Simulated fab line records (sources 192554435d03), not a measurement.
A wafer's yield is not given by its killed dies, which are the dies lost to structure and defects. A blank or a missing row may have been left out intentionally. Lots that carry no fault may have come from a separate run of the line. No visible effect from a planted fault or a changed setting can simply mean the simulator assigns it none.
Which tool was responsible? + flow n5-finfet + 21 lots, 63 wafers sampled, at 6 steps of a route of 1938

WHAT THE GAUGES SHOWED, per wafer
Not one reading of a measure or inspect step in the record can be checked against a usual standard deviation.

EACH LOT AND THE TOOL THAT RAN IT (in order: tool; ch and the chambers of the sampled wafers; start)
| lot  | N5_MOL_CONTACT_COAG_ETCH_66        | N5_MOL_CONTACT_COAG_STRIP_72       | N5_BEOL_M0_SAQP_PECVD_04        | N5_BEOL_M0_SAQP_HM_DEP_111      | N5_BEOL_M0_SAQP_ETCH_83            | N5_BEOL_M0_SAQP_SPACER2_ALD_26    |
|------|------------------------------------|------------------------------------|---------------------------------|---------------------------------|------------------------------------|-----------------------------------|
| L074 | rie-diel-01 ch 0,1,3, day 5 03:19  | rie-diel-06 ch 1,2, day 5 03:52    | pecvd-04 ch 0,1,2, day 5 10:35  | pecvd-02 ch 1,2, day 5 10:43    | rie-diel-03 ch 0,2,3, day 5 11:32  | ald-sin-03 ch 0,1,3, day 5 14:41  |
| L075 | rie-diel-06 ch 1,2,3, day 5 15:50  | rie-diel-01 ch 0,1,2, day 5 17:07  | pecvd-01 ch 0,1, day 5 22:08    | pecvd-02 ch 0,1, day 5 22:16    | rie-diel-04 ch 1,2,3, day 5 23:02  | ald-sin-03 ch 2,3, day 6 01:56    |
| L076 | rie-diel-06 ch 2,3, day 5 19:22    | rie-diel-01 ch 1,2, day 5 19:55    | pecvd-01 ch 0,2, day 6 01:54    | pecvd-02 ch 0,1,2, day 6 02:04  | rie-diel-04 ch 0,1,2, day 6 02:38  | ald-sin-03 ch 0,2, day 6 06:53    |
| L077 | rie-diel-01 ch 2,3, day 6 00:43    | rie-diel-06 ch 0,2,3, day 6 01:15  | pecvd-01 ch 0,2, day 6 07:22    | pecvd-02 ch 0,1,2, day 6 07:29  | rie-diel-04 ch 0,2,3, day 6 08:04  | ald-sin-01 ch 1,2, day 6 10:54    |
| L078 | rie-diel-02 ch 0,1, day 6 06:18    | rie-diel-02 ch 1,2, day 6 06:50    | pecvd-02 ch 0,1, day 6 12:43    | pecvd-01 ch 0,1,2, day 6 12:53  | rie-diel-05 ch 0,2,3, day 6 13:28  | ald-sin-04 ch 2,3, day 6 17:21    |
| L079 | rie-diel-02 ch 0,2,3, day 6 08:10  | rie-diel-01 ch 0,1,2, day 6 08:45  | pecvd-01 ch 0,1,2, day 6 14:48  | pecvd-04 ch 0,2, day 6 14:56    | rie-diel-03 ch 1,2, day 6 15:23    | ald-sin-01 ch 0,1,3, day 6 19:37  |
| L080 | rie-diel-02 ch 0,2,3, day 6 20:25  | rie-diel-02 ch 0,3, day 6 21:07    | pecvd-01 ch 0,2, day 7 02:42    | pecvd-04 ch 0,2, day 7 02:52    | rie-diel-05 ch 0,1, day 7 03:18    | ald-sin-03 ch 1,2,3, day 7 06:18  |
| L081 | rie-diel-02 ch 0,1,2, day 6 23:47  | rie-diel-01 ch 0,1,2, day 7 00:25  | pecvd-04 ch 0,1,2, day 7 06:05  | pecvd-01 ch 0,1,2, day 7 06:13  | rie-diel-04 ch 1,2,3, day 7 06:52  | ald-sin-01 ch 0,1,3, day 7 09:26  |
| L082 | rie-diel-01 ch 1,2, day 7 07:55    | rie-diel-01 ch 1,2,3, day 7 08:27  | pecvd-02 ch 0,1,2, day 7 13:27  | pecvd-01 ch 0,1, day 7 13:35    | rie-diel-03 ch 1,2, day 7 14:09    | ald-sin-03 ch 1,2,3, day 7 17:03  |
| L084 | rie-diel-06 ch 1,2,3, day 7 14:40  | rie-diel-01 ch 0,1,2, day 7 15:16  | pecvd-02 ch 0,1,2, day 7 22:21  | pecvd-01 ch 0,1,2, day 7 22:29  | rie-diel-03 ch 0,3, day 7 23:03    | ald-sin-01 ch 0,1,2, day 8 01:44  |
| L083 | rie-diel-02 ch 0,1,3, day 7 17:58  | rie-diel-01 ch 0,1,3, day 7 18:31  | pecvd-04 ch 0,1, day 8 00:05    | pecvd-02 ch 0,1,2, day 8 00:13  | rie-diel-05 ch 1,2, day 8 00:57    | ald-sin-01 ch 1,2, day 8 03:46    |
| L086 | rie-diel-06 ch 0,1,2, day 8 04:44  | rie-diel-02 ch 2,3, day 8 05:20    | pecvd-01 ch 0,1,2, day 8 11:22  | pecvd-04 ch 0,1,2, day 8 11:30  | rie-diel-05 ch 1,2,3, day 8 12:07  | ald-sin-01 ch 0,2,3, day 8 14:52  |
| L087 | rie-diel-02 ch 1,2,3, day 8 08:14  | rie-diel-02 ch 1,3, day 8 08:46    | pecvd-01 ch 0,1, day 8 15:10    | pecvd-02 ch 0,2, day 8 15:18    | rie-diel-05 ch 0,3, day 8 15:52    | ald-sin-01 ch 1,2, day 8 18:40    |
| L089 | rie-diel-01 ch 0,1,3, day 9 01:11  | rie-diel-02 ch 0,1,2, day 9 01:46  | pecvd-01 ch 0,1,2, day 9 06:46  | pecvd-02 ch 0,1, day 9 06:54    | rie-diel-03 ch 0,1,3, day 9 07:28  | ald-sin-03 ch 1,2,3, day 9 10:01  |
| L091 | rie-diel-02 ch 0,1, day 9 09:46    | rie-diel-06 ch 0,2,3, day 9 10:19  | pecvd-02 ch 0,1, day 9 15:35    | pecvd-02 ch 0,1, day 9 15:45    | rie-diel-04 ch 0,2,3, day 9 16:19  | ald-sin-01 ch 0,1,3, day 9 19:17  |
| L092 | rie-diel-06 ch 0,1,2, day 9 20:02  | rie-diel-01 ch 1,2, day 9 20:54    | pecvd-01 ch 0,1,2, day 10 02:57 | pecvd-02 ch 0,1, day 10 03:04   | rie-diel-04 ch 1,2,3, day 10 04:02 | ald-sin-04 ch 0,3, day 10 06:59   |
| L093 | rie-diel-02 ch 0,1,3, day 9 21:27  | rie-diel-06 ch 0,1,2, day 9 21:59  | pecvd-02 ch 1, day 10 07:07     | pecvd-01 ch 0,2, day 10 07:22   | rie-diel-04 ch 0,2, day 10 07:49   | ald-sin-04 ch 1,3, day 10 11:02   |
| L094 | rie-diel-06 ch 0,2,3, day 10 04:32 | rie-diel-06 ch 0,1,3, day 10 05:04 | pecvd-04 ch 0,1,2, day 10 10:38 | pecvd-01 ch 0,1,2, day 10 10:46 | rie-diel-04 ch 0,1,2, day 10 11:13 | ald-sin-01 ch 0,1,3, day 10 14:42 |
| L095 | rie-diel-01 ch 0,1,3, day 10 12:11 | rie-diel-01 ch 0,1,3, day 10 13:17 | pecvd-04 ch 0,1,2, day 10 18:47 | pecvd-02 ch 0,1,2, day 10 18:55 | rie-diel-05 ch 0,2,3, day 10 19:29 | ald-sin-04 ch 0,1,2, day 10 22:08 |
| L096 | rie-diel-01 ch 0,1, day 10 15:47   | rie-diel-06 ch 1,2,3, day 10 16:19 | pecvd-01 ch 0,1,2, day 10 22:18 | pecvd-04 ch 1,2, day 10 22:26   | rie-diel-05 ch 0,1,2, day 10 23:13 | ald-sin-03 ch 0,1,2, day 11 02:41 |
| L097 | rie-diel-06 ch 0,1,2, day 10 21:53 | rie-diel-01 ch 0,3, day 10 22:26   | pecvd-04 ch 0,1, day 11 03:42   | pecvd-02 ch 0,1,2, day 11 03:52 | rie-diel-03 ch 0,1,3, day 11 04:26 | ald-sin-04 ch 2,3, day 11 07:12   |
- N5_MOL_CONTACT_COAG_ETCH_66: etches SiARC in CF4, target depth 13 nm, time 21.7 s.
- N5_MOL_CONTACT_COAG_STRIP_72: strips in N2/H2.
- N5_BEOL_M0_SAQP_PECVD_04: deposits a-Si from SiH4/He, target thk 60 nm, time 60.2 s.
- N5_BEOL_M0_SAQP_HM_DEP_111: deposits SiO2 from SiH4/N2O, target thk 12 nm, time 7.2 s.
- N5_BEOL_M0_SAQP_ETCH_83: etches SiARC in CF4, target depth 39 nm, time 65 s.
- N5_BEOL_M0_SAQP_SPACER2_ALD_26: deposits SiO2, target thk 15 nm, pulse time 1 s, purge time 2 s.

AS READ BY THE TOOLS THEMSELVES (means over the sampled wafers that have a number; for cases with no such wafer, the mark the record gives instead)
N5_MOL_CONTACT_COAG_ETCH_66.
| lot  | tool        | drypump-motor-current-A (A) | etch-rf-on-time-s (s) | oes-product-au (a.u.) | rf-vpp-V (V) | showerhead-plenum-p-Torr (Torr) | throttle-valve-pct (%) |
|------|-------------|-----------------------------|-----------------------|-----------------------|--------------|---------------------------------|------------------------|
| L074 | rie-diel-01 | 5.8                         | 21.58                 | 0.70                  | 184.7        | 2.19                            | 15.56                  |
| L075 | rie-diel-06 | 5.6                         | 21.78                 | 0.63                  | 183.7        | 2.16                            | 15.87                  |
| L076 | rie-diel-06 | 5.7                         | 21.34                 | 0.66                  | 184.0        | 2.20                            | 15.89                  |
| L077 | rie-diel-01 | 5.4                         | 21.56                 | 0.64                  | 184.9        | 2.21                            | 15.85                  |
| L078 | rie-diel-02 | 6.2                         | 21.69                 | 0.60                  | 184.0        | 2.14                            | 15.67                  |
| L079 | rie-diel-02 | 5.8                         | 21.62                 | 0.65                  | 182.9        | 2.12                            | 15.48                  |
| L080 | rie-diel-02 | 5.9                         | 21.51                 | 0.64                  | 183.2        | 2.12                            | 15.51                  |
| L081 | rie-diel-02 | 6.0                         | 21.40                 | 0.63                  | 185.3        | 2.16                            | 15.58                  |
| L082 | rie-diel-01 | 5.2                         | 21.82                 | 0.65                  | 185.0        | 2.22                            | 15.78                  |
| L084 | rie-diel-06 | 5.6                         | 21.62                 | 0.70                  | 183.8        | 2.16                            | 15.72                  |
| L083 | rie-diel-02 | 6.0                         | 21.72                 | 0.61                  | 183.0        | 2.10                            | 15.61                  |
| L086 | rie-diel-06 | 5.4                         | 21.56                 | 0.73                  | 184.1        | 2.14                            | 15.56                  |
| L087 | rie-diel-02 | 6.2                         | 21.56                 | 0.64                  | 184.4        | 2.16                            | 15.55                  |
| L089 | rie-diel-01 | 5.8                         | 21.91                 | 0.66                  | 185.1        | 2.18                            | 15.63                  |
| L091 | rie-diel-02 | 6.2                         | 21.35                 | 0.67                  | 185.0        | 2.22                            | 15.55                  |
| L092 | rie-diel-06 | 5.4                         | 21.38                 | 0.72                  | 183.9        | 2.13                            | 15.58                  |
| L093 | rie-diel-02 | 6.0                         | 21.34                 | 0.68                  | 184.8        | 2.17                            | 15.47                  |
| L094 | rie-diel-06 | 5.9                         | 21.42                 | 0.67                  | 184.3        | 2.15                            | 15.74                  |
| L095 | rie-diel-01 | 5.8                         | 22.06                 | 0.65                  | 185.2        | 2.18                            | 15.66                  |
| L096 | rie-diel-01 | 5.6                         | 22.01                 | 0.67                  | 184.8        | 2.18                            | 15.59                  |
| L097 | rie-diel-06 | 5.4                         | 21.62                 | 0.70                  | 183.6        | 2.13                            | 15.60                  |

N5_MOL_CONTACT_COAG_STRIP_72.
| lot  | tool        | drypump-motor-current-A (A) | oes-product-au (a.u.) | power-w (W) | rf-vpp-V (V) | showerhead-plenum-p-Torr (Torr) | throttle-valve-pct (%) |
|------|-------------|-----------------------------|-----------------------|-------------|--------------|---------------------------------|------------------------|
| L074 | rie-diel-06 | 5.1                         | 0.71                  | 450.9       | 59.0         | 2.53                            | 23.7                   |
| L075 | rie-diel-01 | 5.4                         | 0.79                  | 449.2       | 61.8         | 2.58                            | 23.7                   |
| L076 | rie-diel-01 | 5.4                         | 0.83                  | 450.1       | 58.6         | 2.67                            | 23.6                   |
| L077 | rie-diel-06 | 5.8                         | 0.84                  | 451.1       | 59.9         | 2.57                            | 23.9                   |
| L078 | rie-diel-02 | 6.2                         | 0.78                  | 450.6       | 57.9         | 2.66                            | 23.6                   |
| L079 | rie-diel-01 | 5.4                         | 0.78                  | 451.1       | 56.9         | 2.58                            | 23.7                   |
| L080 | rie-diel-02 | 5.8                         | 0.73                  | 450.0       | 57.6         | 2.43                            | 23.5                   |
| L081 | rie-diel-01 | 5.5                         | 0.77                  | 450.1       | 58.8         | 2.58                            | 23.8                   |
| L082 | rie-diel-01 | 5.6                         | 0.78                  | 451.9       | 58.1         | 2.65                            | 23.7                   |
| L084 | rie-diel-01 | 5.4                         | 0.77                  | 450.6       | 57.5         | 2.57                            | 23.8                   |
| L083 | rie-diel-01 | 5.8                         | 0.80                  | 449.8       | 61.1         | 2.59                            | 23.6                   |
| L086 | rie-diel-02 | 6.0                         | 0.75                  | 450.8       | 61.3         | 2.51                            | 23.4                   |
| L087 | rie-diel-02 | 6.3                         | 0.71                  | 450.1       | 58.8         | 2.56                            | 23.7                   |
| L089 | rie-diel-02 | 6.0                         | 0.82                  | 450.4       | 59.5         | 2.66                            | 23.6                   |
| L091 | rie-diel-06 | 5.9                         | 0.80                  | 450.9       | 59.8         | 2.55                            | 23.9                   |
| L092 | rie-diel-01 | 5.4                         | 0.79                  | 448.8       | 58.7         | 2.66                            | 23.6                   |
| L093 | rie-diel-06 | 5.4                         | 0.84                  | 449.3       | 60.6         | 2.53                            | 23.6                   |
| L094 | rie-diel-06 | 5.7                         | 0.86                  | 449.3       | 59.1         | 2.50                            | 23.7                   |
| L095 | rie-diel-01 | 5.8                         | 0.77                  | 449.9       | 57.9         | 2.58                            | 23.7                   |
| L096 | rie-diel-06 | 5.6                         | 0.79                  | 450.7       | 60.5         | 2.55                            | 23.9                   |
| L097 | rie-diel-01 | 6.0                         | 0.74                  | 451.0       | 57.1         | 2.56                            | 23.8                   |

N5_BEOL_M0_SAQP_PECVD_04.
| lot  | tool     | heater-power-w (W) | showerhead-plenum-p-Torr (Torr) | susceptor-temp-C (C) | throttle-valve-pct (%) |
|------|----------|--------------------|---------------------------------|----------------------|------------------------|
| L074 | pecvd-04 | 689                | 5.64                            | 350.07               | 17.2                   |
| L075 | pecvd-01 | 612                | 5.68                            | 350.35               | 18.5                   |
| L076 | pecvd-01 | 576                | 5.62                            | 350.04               | 17.8                   |
| L077 | pecvd-01 | 576                | 5.62                            | 350.08               | 17.9                   |
| L078 | pecvd-02 | 613                | 5.64                            | 349.88               | 18.5                   |
| L079 | pecvd-01 | 563                | 5.66                            | 349.97               | 18.1                   |
| L080 | pecvd-01 | 568                | 5.63                            | 350.13               | 17.6                   |
| L081 | pecvd-04 | 664                | 5.63                            | 350.08               | 17.1                   |
| L082 | pecvd-02 | 593                | 5.65                            | 349.90               | 18.7                   |
| L084 | pecvd-02 | 616                | 5.64                            | 350.13               | 18.8                   |
| L083 | pecvd-04 | 604                | 5.63                            | 349.96               | 17.4                   |
| L086 | pecvd-01 | 577                | 5.67                            | 349.95               | 18.0                   |
| L087 | pecvd-01 | 596                | 5.68                            | 350.10               | 18.2                   |
| L089 | pecvd-01 | 577                | 5.66                            | 350.04               | 18.0                   |
| L091 | pecvd-02 | 605                | 5.68                            | 350.21               | 19.2                   |
| L092 | pecvd-01 | 563                | 5.66                            | 350.01               | 18.0                   |
| L093 | pecvd-02 | 593                | 5.73                            | 350.17               | 19.2                   |
| L094 | pecvd-04 | 649                | 5.64                            | 349.99               | 17.3                   |
| L095 | pecvd-04 | 667                | 5.63                            | 350.01               | 17.3                   |
| L096 | pecvd-01 | 566                | 5.67                            | 349.84               | 18.0                   |
| L097 | pecvd-04 | 585                | 5.63                            | 349.87               | 17.4                   |

N5_BEOL_M0_SAQP_HM_DEP_111.
| lot  | tool     | heater-power-w (W) | showerhead-plenum-p-Torr (Torr) | susceptor-temp-C (C) |
|------|----------|--------------------|---------------------------------|----------------------|
| L074 | pecvd-02 | 742                | 8.10                            | 400.03               |
| L075 | pecvd-02 | 697                | 8.21                            | 399.85               |
| L076 | pecvd-02 | 798                | 8.07                            | 400.26               |
| L077 | pecvd-02 | 723                | 8.08                            | 400.12               |
| L078 | pecvd-01 | 727                | 8.15                            | 399.94               |
| L079 | pecvd-04 | 867                | 8.05                            | 399.98               |
| L080 | pecvd-04 | 716                | 8.05                            | 400.01               |
| L081 | pecvd-01 | 706                | 8.14                            | 399.97               |
| L082 | pecvd-01 | 732                | 8.19                            | 399.95               |
| L084 | pecvd-01 | 708                | 8.14                            | 399.99               |
| L083 | pecvd-02 | 695                | 8.09                            | 399.93               |
| L086 | pecvd-04 | 850                | 8.05                            | 400.12               |
| L087 | pecvd-02 | 816                | 7.96                            | 399.91               |
| L089 | pecvd-02 | 807                | 8.07                            | 400.23               |
| L091 | pecvd-02 | 768                | 8.08                            | 399.95               |
| L092 | pecvd-02 | 783                | 8.06                            | 399.89               |
| L093 | pecvd-01 | 737                | 8.04                            | 400.33               |
| L094 | pecvd-01 | 723                | 8.14                            | 399.95               |
| L095 | pecvd-02 | 754                | 8.07                            | 399.92               |
| L096 | pecvd-04 | 889                | 8.06                            | 400.03               |
| L097 | pecvd-02 | 742                | 8.08                            | 400.13               |

N5_BEOL_M0_SAQP_ETCH_83.
| lot  | tool        | drypump-motor-current-A (A) | etch-rf-on-time-s (s) | oes-product-au (a.u.) | rf-vpp-V (V) | showerhead-plenum-p-Torr (Torr) | throttle-valve-pct (%) |
|------|-------------|-----------------------------|-----------------------|-----------------------|--------------|---------------------------------|------------------------|
| L074 | rie-diel-03 | 5.9                         | 65.2                  | 0.66                  | 183.3        | 2.12                            | 15.77                  |
| L075 | rie-diel-04 | 5.4                         | 63.5                  | 0.68                  | 183.6        | 2.13                            | 15.62                  |
| L076 | rie-diel-04 | 5.5                         | 64.9                  | 0.68                  | 183.8        | 2.15                            | 15.59                  |
| L077 | rie-diel-04 | 5.7                         | 65.4                  | 0.64                  | 184.1        | 2.14                            | 15.52                  |
| L078 | rie-diel-05 | 5.7                         | 64.4                  | 0.71                  | 184.0        | 2.16                            | 15.57                  |
| L079 | rie-diel-03 | 6.1                         | 65.0                  | 0.70                  | 184.1        | 2.14                            | 15.47                  |
| L080 | rie-diel-05 | 6.0                         | 63.0                  | 0.76                  | 184.9        | 2.15                            | 15.60                  |
| L081 | rie-diel-04 | 5.4                         | 63.3                  | 0.68                  | 184.6        | 2.12                            | 15.63                  |
| L082 | rie-diel-03 | 6.0                         | 65.2                  | 0.66                  | 183.9        | 2.09                            | 15.55                  |
| L084 | rie-diel-03 | 5.6                         | 63.7                  | 0.71                  | 184.4        | 2.19                            | 15.73                  |
| L083 | rie-diel-05 | 5.3                         | 63.3                  | 0.75                  | 185.1        | 2.26                            | 15.38                  |
| L086 | rie-diel-05 | 5.3                         | 64.6                  | 0.69                  | 185.0        | 2.21                            | 15.47                  |
| L087 | rie-diel-05 | 6.0                         | 64.3                  | 0.70                  | 183.7        | 2.10                            | 15.70                  |
| L089 | rie-diel-03 | 5.8                         | 64.5                  | 0.68                  | 184.6        | 2.15                            | 15.70                  |
| L091 | rie-diel-04 | 5.7                         | 64.9                  | 0.62                  | 183.8        | 2.13                            | 15.55                  |
| L092 | rie-diel-04 | 5.4                         | 63.9                  | 0.66                  | 183.3        | 2.12                            | 15.65                  |
| L093 | rie-diel-04 | 5.3                         | 66.0                  | 0.62                  | 185.2        | 2.18                            | 15.52                  |
| L094 | rie-diel-04 | 5.5                         | 64.3                  | 0.65                  | 184.4        | 2.14                            | 15.65                  |
| L095 | rie-diel-05 | 5.7                         | 64.3                  | 0.68                  | 184.3        | 2.15                            | 15.63                  |
| L096 | rie-diel-05 | 5.7                         | 63.3                  | 0.72                  | 184.7        | 2.19                            | 15.55                  |
| L097 | rie-diel-03 | 5.8                         | 65.4                  | 0.67                  | 184.1        | 2.15                            | 15.73                  |

N5_BEOL_M0_SAQP_SPACER2_ALD_26.
| lot  | tool       | heater-power-w (W) | precursor-pulse-height-rel | susceptor-temp-C (C) |
|------|------------|--------------------|----------------------------|----------------------|
| L074 | ald-sin-03 | 420                | 1.014                      | 300.04               |
| L075 | ald-sin-03 | 473                | 0.988                      | 299.93               |
| L076 | ald-sin-03 | 419                | 0.991                      | 300.04               |
| L077 | ald-sin-01 | 423                | 1.003                      | 299.95               |
| L078 | ald-sin-04 | 430                | 1.016                      | 300.09               |
| L079 | ald-sin-01 | 453                | 0.992                      | 299.95               |
| L080 | ald-sin-03 | 438                | 1.008                      | 299.97               |
| L081 | ald-sin-01 | 455                | 1.013                      | 299.98               |
| L082 | ald-sin-03 | 432                | 1.002                      | 299.92               |
| L084 | ald-sin-01 | 429                | 0.991                      | 299.94               |
| L083 | ald-sin-01 | 412                | 1.015                      | 300.03               |
| L086 | ald-sin-01 | 466                | 1.008                      | 300.04               |
| L087 | ald-sin-01 | 416                | 1.024                      | 299.95               |
| L089 | ald-sin-03 | 431                | 0.981                      | 300.11               |
| L091 | ald-sin-01 | 451                | 1.001                      | 300.02               |
| L092 | ald-sin-04 | 430                | 0.993                      | 299.99               |
| L093 | ald-sin-04 | 407                | 0.989                      | 300.01               |
| L094 | ald-sin-01 | 448                | 0.997                      | 299.85               |
| L095 | ald-sin-04 | 436                | 0.998                      | 300.06               |
| L096 | ald-sin-03 | 408                | 0.991                      | 299.99               |
| L097 | ald-sin-04 | 422                | 1.004                      | 299.97               |

THE ANSWER, worked out from the rows above alone
Rule: what is usual is taken from the lots themselves. Put in order of their means at a reading, lots are off if they are a third of the lots or fewer, leave a main group of 4 or more, and stand apart from it by a gap of 3 or more times the standard deviation of the main group's means; of several such gaps the widest counts. If all means in a main group match to the digits the tables above print for the reading, that group is not used. Also off: a lot with no number at a reading for which 4 or more lots have one. Where the step has rows for the other lots, those lots are counted as sound. After the gauges, taken in route order, come the tools' own readings; for these a lot's mean is taken, as printed above. The first step at which some lot is off is used, and at that step the reading that is off furthest; a lot without a number counts as furthest.
None of the lots is off at any reading shown; this tells nothing.

WHAT HAD BEEN PUT IN BY THE SIMULATOR
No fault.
